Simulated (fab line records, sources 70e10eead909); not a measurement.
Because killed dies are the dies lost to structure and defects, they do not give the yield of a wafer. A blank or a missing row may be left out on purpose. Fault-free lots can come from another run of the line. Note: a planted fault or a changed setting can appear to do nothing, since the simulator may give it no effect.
Which of the tools did it? -- flow nand-harc -- 6 lots, 18 wafers sampled, at 5 steps of a route of 1302

WHAT EACH GAUGE READ, for each wafer
NHARC_END_SORT_01.
lot,measured,on,killed-at-array
L439,day 30 03:11,prober-01,44 57 51

WHICH TOOL RAN EACH LOT (tool, then ch and the chambers of the sampled wafers, then the start)
lot,NHARC_A_STAIRCASE_STRIP_316,NHARC_A_STAIRCASE_ETCHBACK_416,NHARC_A_STAIRCASE_STRIP_446,NHARC_A_STAIRCASE_ETCHBACK_422
L428,"rie-diel-05 ch 1,2,3, day 19 11:25 or earlier","rie-diel-05 ch 1,3, day 19 11:25 or earlier","plasma-asher-01 ch 0,1, day 19 11:25","rie-diel-11 ch 0,1,3, day 19 12:45"
L433,"rie-diel-04 ch 0,2,3, day 21 09:12 or earlier","rie-diel-11 ch 0,1, day 21 09:12 or earlier","plasma-asher-02 ch 0,1, day 21 09:12","rie-diel-05 ch 0,1,2, day 21 10:30"
L439,"rie-diel-05 ch 0,1,2, day 24 14:27 or earlier","rie-diel-04 ch 1,2,3, day 24 14:27 or earlier","plasma-asher-02 ch 0,1, day 24 14:27","rie-diel-04 ch 1,2,3, day 24 15:47"
L445,"rie-diel-04 ch 1,2,3, day 26 12:27 or earlier","rie-diel-05 ch 0,1,2, day 26 12:27 or earlier","plasma-asher-01 ch 0,1, day 26 12:27","rie-diel-05 ch 1,2,3, day 26 13:44"
L447,"rie-diel-05 ch 0,1,3, day 26 23:53 or earlier","rie-diel-04 ch 1,2,3, day 26 23:53 or earlier","plasma-asher-02 ch 0,1, day 26 23:53","rie-diel-05 ch 0,1,2, day 27 01:14"
L449,"rie-diel-05 ch 1,2,3, day 29 03:20 or earlier","rie-diel-11 ch 0,1,2, day 29 03:20 or earlier","plasma-asher-02 ch 0,1, day 29 03:20","rie-diel-04 ch 0,2, day 29 04:41"
- NHARC_A_STAIRCASE_STRIP_316: strips in O2.
- NHARC_A_STAIRCASE_ETCHBACK_416: etches the open film in C4F8/O2/Ar, target depth 36 nm, time 7.2 s.
- NHARC_A_STAIRCASE_STRIP_446: strips in O2.
- NHARC_A_STAIRCASE_ETCHBACK_422: etches the open film in CH3F/O2, target depth 40 nm, time 74.286 s.

THE ANSWER, worked out from the rows above alone
Rule: what is usual is taken from the lots themselves. Put in order of their means at a reading, lots are off if they are a third of the lots or fewer, leave a main group of 4 or more, and stand apart from it by a gap of 3 or more times the standard deviation of the main group's means; of several such gaps the widest counts. A main group is skipped when, at the precision printed for the reading in the tables above, its means are all equal. Also off: a lot with no number at a reading for which 4 or more lots have one. The other lots that the step has rows for count as sound.
None of the lots is off at any reading shown; this tells nothing.

WHAT THE SIMULATOR PUT IN
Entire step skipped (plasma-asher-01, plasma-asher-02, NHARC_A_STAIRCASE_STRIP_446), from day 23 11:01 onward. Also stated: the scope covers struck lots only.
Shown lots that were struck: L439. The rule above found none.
